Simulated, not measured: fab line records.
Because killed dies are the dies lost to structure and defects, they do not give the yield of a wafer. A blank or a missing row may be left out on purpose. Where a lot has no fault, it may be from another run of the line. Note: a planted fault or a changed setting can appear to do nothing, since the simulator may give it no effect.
A lot that was struck, set against a sound lot / flow n5_finfet / 37 out of 1938 route steps
Sound: wafers L586.2, L586.4, L586.5. Wafers struck: L573.3, L573.5, L573.6. At the end, the cause is stated.
Order at every step that has rows: each side's tool, ch and its chambers, its first start. Under that, the readings that differ: sound wafers / struck wafers / difference of the means / sigmas: that difference in standard deviations of wafers without a fault.
alike: readings whose means differ by less than 2 such deviations, and words and numbers that are the same on both sides. not compared: withheld readings, readings that some wafer has no value for, bounds like >300 that may hide the same value, and numbers for which the record gives no deviation and whose values overlap.
Wherever a step has rows on one side only, a row that says differs or no value, or a row with sigmas, the two part there. Numbers that have no deviation but don't overlap get no sigmas and don't part them. A reading missing from all wafers of one side parts the sides only when that side holds two or more wafers.

first, 9 steps without rows for these wafers: N5_WELL_APT_COAT_19 (resist thk 950 nm); N5_WELL_APT_EBR_21; N5_WELL_APT_SOFTBAKE_20 (time 60 s); N5_WELL_APT_EXPOSE_22 (exposes mask PWELL, defocus 0 nm, target cd 200 nm); N5_WELL_APT_PEB_23 (peb time 90 s); N5_WELL_APT_DEVELOP_24 (develop time 45 s); N5_WELL_APT_HARDBAKE_29 (time 120 s); N5_WELL_APT_DESCUM_30 (chemistry O2, time 7.9 s); N5_WELL_APT_IMPLANT_31.
N5_WELL_APT_IMPLANT_32:
  sound on implanter-02 ch 0, day 5 21:37; struck on implanter-01 ch 0, day 2 15:59
reading=beam_energy_keV; sound=50.025 50.025 50.022; struck=40.747 40.721 40.734; difference=-9.290; sigmas=-99 or more
reading=model.implant.rp_nm (nm); sound=38.74 38.74 38.74; struck=30.8 30.8 30.8; difference=-7.9; sigmas=
reading=model.implant.drp_nm (nm); sound=18.55 18.55 18.55; struck=16.06 16.06 16.06; difference=-2.49; sigmas=
  alike: dose_ions_cm2, end_station_pressure_torr, tilt_deg
then, 25 steps without rows for these wafers: N5_WELL_APT_STRIP_33 (strips in SPM, time 900 s); N5_WELL_APT_RTA_34 (time 10 s); N5_WELL_APT_OXIDE_STRIP_42 (strips SiO2 in dHF, time 45 s, target depth 12 nm); N5_WELL_APT_PRECLEAN_36 (cleans in O3/DIW, time 45 s); N5_WELL_APT_PRECLEAN_39 (cleans in dHF, time 60 s); N5_WELL_APT_SRD_37 (time 30 s); N5_WELL_APT_EPI_41 (deposits Si from SiH4/H2, target thk 50 nm, time 297.7 s); N5_PMOS_HMC_CHANNEL_EPI_HM_DEP_34 (deposits SiO2 from TEOS/O2, target thk 36 nm, time 6.9 s); N5_PMOS_HMC_CHANNEL_EPI_COAT_31 (time 60 s, resist thk 66 nm); N5_PMOS_HMC_CHANNEL_EPI_COAT_03 (resist thk 205 nm); N5_PMOS_HMC_CHANNEL_EPI_EBR_05; N5_PMOS_HMC_CHANNEL_EPI_SOFTBAKE_04 (time 60 s); N5_PMOS_HMC_CHANNEL_EPI_EXPOSE_06 (exposes mask PMOS HMC BLK, target cd 240 nm); N5_PMOS_HMC_CHANNEL_EPI_PEB_07 (peb time 60 s); N5_PMOS_HMC_CHANNEL_EPI_DEVELOP_08 (develop time 30 s); N5_PMOS_HMC_CHANNEL_EPI_DESCUM_14 (chemistry O2, time 7.9 s); N5_PMOS_HMC_CHANNEL_EPI_ETCH_32 (etches BARC in N2/H2, stops on SiO2, target depth 85.8 nm, time 50.3 s); N5_PMOS_HMC_CHANNEL_EPI_HM_OPEN_15 (chemistry CHF3/O2, target SiO2, target depth 40.6 nm, time 20.3 s); N5_PMOS_HMC_CHANNEL_EPI_STRIP_33 (strips in N2/H2); N5_PMOS_HMC_CHANNEL_EPI_STRIP_17 (strips in SPM, time 750 s); N5_PMOS_HMC_CHANNEL_EPI_ETCH_38 (etches SiO2 in CF4, target depth 1.5 nm); N5_PMOS_HMC_CHANNEL_EPI_FIN_RECESS_16 (chemistry HBr/Cl2, target Si, target depth 54 nm, time 18 s); N5_PMOS_HMC_CHANNEL_EPI_PRECLEAN_36 (cleans in O3/DIW, time 45 s); N5_PMOS_HMC_CHANNEL_EPI_PRECLEAN_18 (cleans in DHF, time 30 s); N5_PMOS_HMC_CHANNEL_EPI_SRD_19 (time 30 s).
-- record jumps: 7 days separate the struck wafers' starts on either side; left off in module PMOS_HMC_CHANNEL_EPI, taken up again in module BEOL_M4, whose first shown step is the route's number 1111 --
N5_BEOL_M4_RC_MEAS_101:
  sound on prober-01 ch 0, day 12 11:23; struck on prober-02 ch 0, day 9 15:17
reading=CJ_N; sound=4.40 4.41 4.48; struck=5.08 5.02 4.97; difference=+0.59; sigmas=+7
reading=RS_PWELL (ohm/sq); sound=3013 3030 3022; struck=3076 3074 3107; difference=+64; sigmas=+3
  alike: DIBL_N, DIBL_P, IOFF_N, IOFF_P, ION_N, ION_P, SS_N, SS_P, VT_N, VT_P
following that, these wafers have no rows for 1 step: N5_PASSIVATION_PROBE_49.

== WHERE THEY PART ==
First at N5_WELL_APT_IMPLANT_32; last, within this record, at N5_BEOL_M4_RC_MEAS_101.

WHY: what the simulator had put in
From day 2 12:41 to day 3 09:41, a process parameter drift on implanter-01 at N5_WELL_APT_IMPLANT_32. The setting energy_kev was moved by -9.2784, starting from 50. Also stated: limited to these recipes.
